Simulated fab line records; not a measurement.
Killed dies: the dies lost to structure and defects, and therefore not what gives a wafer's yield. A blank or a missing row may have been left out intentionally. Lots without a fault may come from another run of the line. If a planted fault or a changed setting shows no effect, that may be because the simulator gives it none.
Chamber matching ; flow n5_finfet ; rie_diel-05 running N5_BEOL_M8_STRIP_67: 4 sister chambers
The step strips in CF4. 18 wafers are shown with their chamber, then 9 later ones without.

## EACH WAFER AND ITS CHAMBER
wafer;chamber;drypump_motor_current_A (A);showerhead_plenum_p_Torr (Torr);throttle_valve_pct (%)
L074.1;1;5.1;1.75;13.25
L074.2;3;5.8;1.78;13.79
L074.6;1;5.1;1.75;13.24
L077.2;3;5.7;1.77;13.76
L077.5;3;5.7;1.77;13.79
L077.6;2;6.2;1.83;13.47
L079.2;3;5.7;1.77;13.78
L079.4;0;5.6;1.74;13.44
L079.5;2;6.2;1.83;13.49
L083.2;1;5.1;1.74;13.31
L083.5;3;5.7;1.77;13.82
L083.6;2;6.2;1.83;13.51
L086.1;0;5.7;1.74;13.46
L086.2;2;6.2;1.82;13.51
L086.3;1;5.1;1.74;13.31
L088.2;2;6.2;1.82;13.55
L088.3;1;5.1;1.74;13.34
L088.5;2;6.2;1.82;13.56

SIGNATURES (means of the wafers above)
reading;chamber 0;chamber 1;chamber 2;chamber 3;scatter within a chamber
drypump_motor_current_A;5.650;5.100;6.200;5.720;0.0305
showerhead_plenum_p_Torr;1.7400;1.7440;1.8250;1.7720;0.005
throttle_valve_pct;13.4500;13.2900;13.5150;13.7880;0.0332
Rule: a wafer's distance from a chamber is the root of the sum, over the readings, of the square of ((its reading less the chamber's mean) divided by the reading's scatter). If the next closest chamber is less than 2 further off than the closest, the wafer can't be placed; otherwise it belongs to the closest. The scatter: the root of (the sum of the squares of (reading less its chamber's mean) over the shown wafers, divided by (wafers less chambers)).

## WAFERS WITH NO CHAMBER GIVEN
wafer;drypump_motor_current_A (A);showerhead_plenum_p_Torr (Torr);throttle_valve_pct (%)
L093.1;5.8;1.77;13.29
L093.3;5.6;1.74;13.52
L093.6;6.2;1.82;13.55
L095.3;5.6;1.74;13.50
L095.4;6.2;1.82;13.60
L095.5;5.1;1.74;13.37
L097.1;6.2;1.82;13.60
L097.2;5.7;1.76;13.30
L097.3;5.1;1.73;13.37

## EACH ONE'S CHAMBER
wafer;from the rows above;in truth
L093.1;0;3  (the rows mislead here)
L093.3;0;0
L093.6;2;2
L095.3;0;0
L095.4;2;2
L095.5;1;1
L097.1;2;2
L097.2;0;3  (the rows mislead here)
L097.3;1;1
Correctly placed: 7 of 9. From these rows, 0 cannot be placed. Placed wrongly: 2.
